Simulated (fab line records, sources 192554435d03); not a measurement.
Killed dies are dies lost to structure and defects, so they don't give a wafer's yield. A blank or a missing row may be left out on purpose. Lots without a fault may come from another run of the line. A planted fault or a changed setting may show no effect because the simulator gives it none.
Split-lot experiment | flow n5_finfet | 7 lots, 21 wafers read, on a route of 1938 steps

THE SPLIT
At N5_BEOL_M7_PECVD_70 (deposits SiO2 from TEOS/O2, target thk 20 nm, time 22.7 s), the setting time_s was moved away from the recipe's 22.7 s on 5 of the 21 wafers read, by -11.2% to +14.5%. The other wafers ran this setting at the recipe's value.

The reading is taken at the split's own step.

THE READING
SiO2_of_BEOL_M7_PECVD_70.thk_nm (the simulator's own value, which no gauge read), in nm, at N5_BEOL_M7_PECVD_70 (deposits SiO2 from TEOS/O2, target thk 20 nm, time 22.7 s). The file gives no usual value for it. The 16 wafers here that ran the recipe average 19.9 nm, standard deviation 0.32 nm.

wafer  | tool, chamber at the split | time_s as run, s | against the recipe | SiO2_of_BEOL_M7_PECVD_70.thk_nm, nm | against lot-mates on the recipe
L079.3 | pecvd-03, 2                | 22.7             | recipe             | 19.4                                | -
L079.4 | pecvd-03, 2                | 22.7             | recipe             | 19.2                                | -
L079.6 | pecvd-03, 0                | 22.7             | recipe             | 20                                  | -
L081.1 | pecvd-02, 2                | 21.84            | -3.8%              | 19                                  | -1.2
L081.2 | pecvd-02, 0                | 21.84            | -3.8%              | 19.4                                | -0.8
L081.4 | pecvd-02, 1                | 22.7             | recipe             | 20.2                                | -
L088.1 | pecvd-04, 0                | 22.7             | recipe             | 19.6                                | -
L088.3 | pecvd-04, 2                | 22.7             | recipe             | 20                                  | -
L088.4 | pecvd-04, 0                | 26               | +14.5%             | 23                                  | +3.2
L091.2 | pecvd-04, 0                | 20.15            | -11.2%             | 17.8                                | -2.2
L091.3 | pecvd-04, 2                | 20.15            | -11.2%             | 17.4                                | -2.6
L091.5 | pecvd-04, 0                | 22.7             | recipe             | 20                                  | -
L094.3 | pecvd-02, 0,0,2            | 22.7             | recipe             | 19.8                                | -
L094.4 | pecvd-02, 0,0,2            | 22.7             | recipe             | 19.8                                | -
L094.6 | pecvd-02, 0,0,2            | 22.7             | recipe             | 19.8                                | -
L096.3 | pecvd-02, 2                | 22.7             | recipe             | 20.2                                | -
L096.4 | pecvd-02, 0,1              | 22.7             | recipe             | 20.4                                | -
L096.6 | pecvd-02, 0,1              | 22.7             | recipe             | 20.4                                | -
L095.2 | pecvd-04, 0                | 22.7             | recipe             | 19.6                                | -
L095.3 | pecvd-04, 2,1              | 22.7             | recipe             | 19.8                                | -
L095.6 | pecvd-04, 2,1              | 22.7             | recipe             | 19.8                                | -
Where a row lists several chambers, the file gives one row for several wafers and doesn't say which wafer went through which chamber.

THE FIT
A straight line over all 21 wafers: SiO2_of_BEOL_M7_PECVD_70.thk_nm changes by +0.207 nm for each +1% of time_s; r = +0.96; the points scatter about the line by 0.31 nm.
The same after taking each lot's own level away (the mean of its wafers on the recipe; 21 wafers): +0.219 nm for each +1%; r = +0.99; scatter 0.19 nm.
On that fit, the largest move of time_s shifts the reading by 3.2 nm.
The lots' own levels span 19.53 to 20.33 nm, that is 2.5 times the standard deviation above.
So the lot-to-lot level changes the slope little: the two slopes agree.
Check: with one of the wafers moved furthest among these (+14.5%) left out of the fit, the line predicts +3.15 nm for it against its lot-mates. It came out at +3.2 nm against them.

OTHER SPLITS ON THESE WAFERS
These wafers also went through other splits before the reading. Each is held against what the fit with the lots' levels taken away leaves over:
other split on the same wafers | wafers away from the commonest value | r with SiO2_of_BEOL_M7_PECVD_70.thk_nm (lot level and that fit taken away)
N5_BEOL_M5_EXPOSE_25 dose_mj   | 7                                    | +0.28

THE FILE'S OWN FIT
SiO2_of_BEOL_M7_PECVD_70.thk_nm changes by +0.22 nm for each +1% of time_s, r = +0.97.
